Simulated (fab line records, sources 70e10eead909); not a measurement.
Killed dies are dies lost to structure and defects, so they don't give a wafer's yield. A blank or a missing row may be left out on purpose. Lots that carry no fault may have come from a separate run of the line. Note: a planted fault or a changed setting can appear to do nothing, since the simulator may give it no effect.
The tool behind it: which one? :: flow nand_harc :: 14 lots, 41 wafers sampled, at 4 steps of a route of 1302

WHAT THE GAUGES SHOWED, per wafer
NHARC_END_SORT_01. Usual: killed_at_array 56, standard deviation 19; killed_at_other 0.6, standard deviation 1; killed_at_periphery 3.9, standard deviation 2.7; killed_dies 61, standard deviation 19; killed_open 3.3, standard deviation 1.9; killed_short 2.4, standard deviation 1.7.
lot: L187
measured: day 27 21:47
on: prober-02
killed_at_array: 51 208 64
killed_at_other: 0 0 0
killed_at_periphery: 1 2 0
killed_dies: 52 210 64
killed_open: 2 4 2
killed_short: 4 3 4
flag: 

lot: L189
measured: day 27 15:38
on: prober-02
killed_at_array: 138 35
killed_at_other: 0 0
killed_at_periphery: 8 2
killed_dies: 146 37
killed_open: 2 5
killed_short: 3 4
flag: 

WHAT TOOL EACH LOT RAN ON (gives the tool, then ch and the chambers of the sampled wafers, and finally the start)
lot: L181
NHARC_A_CONTACT_DEP_58: pecvd-02 ch 0,2, day 22 00:51
NHARC_THIN_TSV_STRIP_45: plasma_asher-01 ch 0,1, day 23 21:52
NHARC_THIN_TSV_ETCHBACK_48: rie_diel-03 ch 0,1,2, day 23 23:07

lot: L183
NHARC_A_CONTACT_DEP_58: pecvd-01 ch 1,2, day 22 16:01
NHARC_THIN_TSV_STRIP_45: plasma_asher-01 ch 0,1, day 24 13:35
NHARC_THIN_TSV_ETCHBACK_48: rie_diel-03 ch 0,1,3, day 24 14:51

lot: L182
NHARC_A_CONTACT_DEP_58: pecvd-01 ch 0,1,2, day 22 19:18
NHARC_THIN_TSV_STRIP_45: plasma_asher-02 ch 0,1, day 24 17:59
NHARC_THIN_TSV_ETCHBACK_48: rie_diel-13 ch 0,1,3, day 24 19:10

lot: L184
NHARC_A_CONTACT_DEP_58: pecvd-01 ch 0,1,2, day 22 19:52
NHARC_THIN_TSV_STRIP_45: plasma_asher-01 ch 0,1, day 24 20:14
NHARC_THIN_TSV_ETCHBACK_48: rie_diel-13 ch 0,2, day 24 21:26

lot: L185
NHARC_A_CONTACT_DEP_58: pecvd-01 ch 0,1,2, day 22 23:08
NHARC_THIN_TSV_STRIP_45: plasma_asher-01 ch 0,1, day 24 19:32
NHARC_THIN_TSV_ETCHBACK_48: rie_diel-03 ch 0,2,3, day 24 20:46

lot: L186
NHARC_A_CONTACT_DEP_58: pecvd-01 ch 0,1,2, day 24 01:09
NHARC_THIN_TSV_STRIP_45: plasma_asher-02 ch 0,1, day 26 00:37
NHARC_THIN_TSV_ETCHBACK_48: rie_diel-13 ch 1,3, day 26 01:49

lot: L187
NHARC_A_CONTACT_DEP_58: pecvd-01 ch 0,1, day 24 17:25
NHARC_THIN_TSV_STRIP_45: plasma_asher-01 ch 0,1, day 27 01:24
NHARC_THIN_TSV_ETCHBACK_48: rie_diel-11 ch 0,3, day 27 02:36

lot: L189
NHARC_A_CONTACT_DEP_58: pecvd-01 ch 1, day 25 04:42
NHARC_THIN_TSV_STRIP_45: plasma_asher-01 ch 0,1, day 27 02:52
NHARC_THIN_TSV_ETCHBACK_48: rie_diel-13 ch 0, day 27 03:58

lot: L197
NHARC_A_CONTACT_DEP_58: pecvd-01 ch 0,1,2, day 28 06:54
NHARC_THIN_TSV_STRIP_45: plasma_asher-02 ch 0,1, day 30 04:51
NHARC_THIN_TSV_ETCHBACK_48: rie_diel-11 ch 0,1,3, day 30 06:07

lot: L200
NHARC_A_CONTACT_DEP_58: pecvd-02 ch 0,1,2, day 29 07:48
NHARC_THIN_TSV_STRIP_45: plasma_asher-02 ch 0,1, day 31 05:40
NHARC_THIN_TSV_ETCHBACK_48: rie_diel-11 ch 1,2,3, day 31 06:56

lot: L202
NHARC_A_CONTACT_DEP_58: pecvd-02 ch 0,1, day 30 02:32
NHARC_THIN_TSV_STRIP_45: plasma_asher-01 ch 0,1, day 32 03:37
NHARC_THIN_TSV_ETCHBACK_48: rie_diel-03 ch 1,2,3, day 32 04:49

lot: L201
NHARC_A_CONTACT_DEP_58: pecvd-02 ch 0,1,2, day 30 02:55
NHARC_THIN_TSV_STRIP_45: plasma_asher-02 ch 0,1, day 32 04:43
NHARC_THIN_TSV_ETCHBACK_48: rie_diel-11 ch 0,2,3, day 32 05:58

lot: L204
NHARC_A_CONTACT_DEP_58: pecvd-03 ch 0,1, day 30 11:40
NHARC_THIN_TSV_STRIP_45: plasma_asher-01 ch 0,1, day 32 13:26
NHARC_THIN_TSV_ETCHBACK_48: rie_diel-11 ch 0,1, day 32 14:38

lot: L203
NHARC_A_CONTACT_DEP_58: pecvd-03 ch 0,1, day 30 16:31
NHARC_THIN_TSV_STRIP_45: plasma_asher-01 ch 0,1, day 32 14:46
NHARC_THIN_TSV_ETCHBACK_48: rie_diel-13 ch 1,2,3, day 32 15:59
- NHARC_A_CONTACT_DEP_58: deposits SiON, target thk 90 nm.
- NHARC_THIN_TSV_STRIP_45: strips in O2.
- NHARC_THIN_TSV_ETCHBACK_48: etches the open film in C4F8/Ar, target depth 1028.5 nm, time 405.17 s.

WHAT THE TOOLS THEMSELVES READ (means of the sampled wafers that have a number; where no wafer has one, the mark that the record gives instead)
NHARC_A_CONTACT_DEP_58. Usual: heater_power_w 767 W, standard deviation 72.
lot: L181
tool: pecvd-02
heater_power_w (W): 758
flag: 

lot: L183
tool: pecvd-01
heater_power_w (W): 870
flag: 

lot: L182
tool: pecvd-01
heater_power_w (W): 748
flag: 

lot: L184
tool: pecvd-01
heater_power_w (W): 759
flag: 

lot: L185
tool: pecvd-01
heater_power_w (W): 769
flag: 

lot: L186
tool: pecvd-01
heater_power_w (W): 773
flag: 

lot: L187
tool: pecvd-01
heater_power_w (W): 782
flag: 

lot: L189
tool: pecvd-01
heater_power_w (W): 789
flag: 

lot: L197
tool: pecvd-01
heater_power_w (W): 777
flag: 

lot: L200
tool: pecvd-02
heater_power_w (W): 727
flag: 

lot: L202
tool: pecvd-02
heater_power_w (W): 779
flag: 

lot: L201
tool: pecvd-02
heater_power_w (W): 741
flag: 

lot: L204
tool: pecvd-03
heater_power_w (W): 733
flag: 

lot: L203
tool: pecvd-03
heater_power_w (W): 736
flag: 

NHARC_THIN_TSV_STRIP_45. Usual: drypump_motor_current_A 5.21 A, standard deviation 0.27; heater_power_w 356 W, standard deviation 40.
lot: L181
tool: plasma_asher-01
drypump_motor_current_A (A): 5.39
heater_power_w (W): 381
flag: 

lot: L183
tool: plasma_asher-01
drypump_motor_current_A (A): 5.40
heater_power_w (W): 387
flag: 

lot: L182
tool: plasma_asher-02
drypump_motor_current_A (A): 4.99
heater_power_w (W): 343
flag: 

lot: L184
tool: plasma_asher-01
drypump_motor_current_A (A): 5.21
heater_power_w (W): 354
flag: 

lot: L185
tool: plasma_asher-01
drypump_motor_current_A (A): 5.38
heater_power_w (W): 386
flag: 

lot: L186
tool: plasma_asher-02
drypump_motor_current_A (A): 5.09
heater_power_w (W): 329
flag: 

lot: L187
tool: plasma_asher-01
drypump_motor_current_A (A): 5.21
heater_power_w (W): 355
flag: 

lot: L189
tool: plasma_asher-01
drypump_motor_current_A (A): 5.29
heater_power_w (W): 368
flag: 

lot: L197
tool: plasma_asher-02
drypump_motor_current_A (A): 4.98
heater_power_w (W): 348
flag: 

lot: L200
tool: plasma_asher-02
drypump_motor_current_A (A): 5.00
heater_power_w (W): 350
flag: 

lot: L202
tool: plasma_asher-01
drypump_motor_current_A (A): 5.40
heater_power_w (W): 371
flag: 

lot: L201
tool: plasma_asher-02
drypump_motor_current_A (A): 5.08
heater_power_w (W): 330
flag: 

lot: L204
tool: plasma_asher-01
drypump_motor_current_A (A): 5.21
heater_power_w (W): 351
flag: 

lot: L203
tool: plasma_asher-01
drypump_motor_current_A (A): 5.22
heater_power_w (W): 349
flag: 

NHARC_THIN_TSV_ETCHBACK_48. Usual: oes_product_au 0.94 a.u., standard deviation 0.032; rf_vpp_V 547.5 V, standard deviation 2.9.
lot: L181
tool: rie_diel-03
oes_product_au (a.u.): 0.92
rf_vpp_V (V): 548.9
flag: 

lot: L183
tool: rie_diel-03
oes_product_au (a.u.): 0.92
rf_vpp_V (V): 548.1
flag: 

lot: L182
tool: rie_diel-13
oes_product_au (a.u.): 1.01
rf_vpp_V (V): 544.2
flag: 

lot: L184
tool: rie_diel-13
oes_product_au (a.u.): 0.97
rf_vpp_V (V): 546.1
flag: 

lot: L185
tool: rie_diel-03
oes_product_au (a.u.): 0.92
rf_vpp_V (V): 549.2
flag: 

lot: L186
tool: rie_diel-13
oes_product_au (a.u.): 0.93
rf_vpp_V (V): 546.4
flag: 

lot: L187
tool: rie_diel-11
oes_product_au (a.u.): 1.00
rf_vpp_V (V): 546.6
flag: 

lot: L189
tool: rie_diel-13
oes_product_au (a.u.): 0.93
rf_vpp_V (V): 544.3
flag: 

lot: L197
tool: rie_diel-11
oes_product_au (a.u.): 0.97
rf_vpp_V (V): 548.7
flag: 

lot: L200
tool: rie_diel-11
oes_product_au (a.u.): 0.93
rf_vpp_V (V): 549.4
flag: 

lot: L202
tool: rie_diel-03
oes_product_au (a.u.): 0.93
rf_vpp_V (V): 547.6
flag: 

lot: L201
tool: rie_diel-11
oes_product_au (a.u.): 0.92
rf_vpp_V (V): 548.1
flag: 

lot: L204
tool: rie_diel-11
oes_product_au (a.u.): 0.94
rf_vpp_V (V): 548.6
flag: 

lot: L203
tool: rie_diel-13
oes_product_au (a.u.): 0.97
rf_vpp_V (V): 546.2
flag: 

THE ANSWER, worked out from the rows above alone
Rule: a lot is off if the mean of its wafers that have a number lies more than 3 standard deviations from the usual mean. Also off: a lot with no number at a reading for which 4 or more lots have one. All remaining lots with rows at the step are treated as sound. Order of review: gauges by route order, followed by the tools' own readings, for which a lot's mean as printed above is used. The first step at which some lot is off is used, and at that step the reading that is off furthest; a lot without a number counts as furthest.
Nothing can be told from this: no lot is off at any reading shown.

WHAT WAS PUT IN BY THE SIMULATOR
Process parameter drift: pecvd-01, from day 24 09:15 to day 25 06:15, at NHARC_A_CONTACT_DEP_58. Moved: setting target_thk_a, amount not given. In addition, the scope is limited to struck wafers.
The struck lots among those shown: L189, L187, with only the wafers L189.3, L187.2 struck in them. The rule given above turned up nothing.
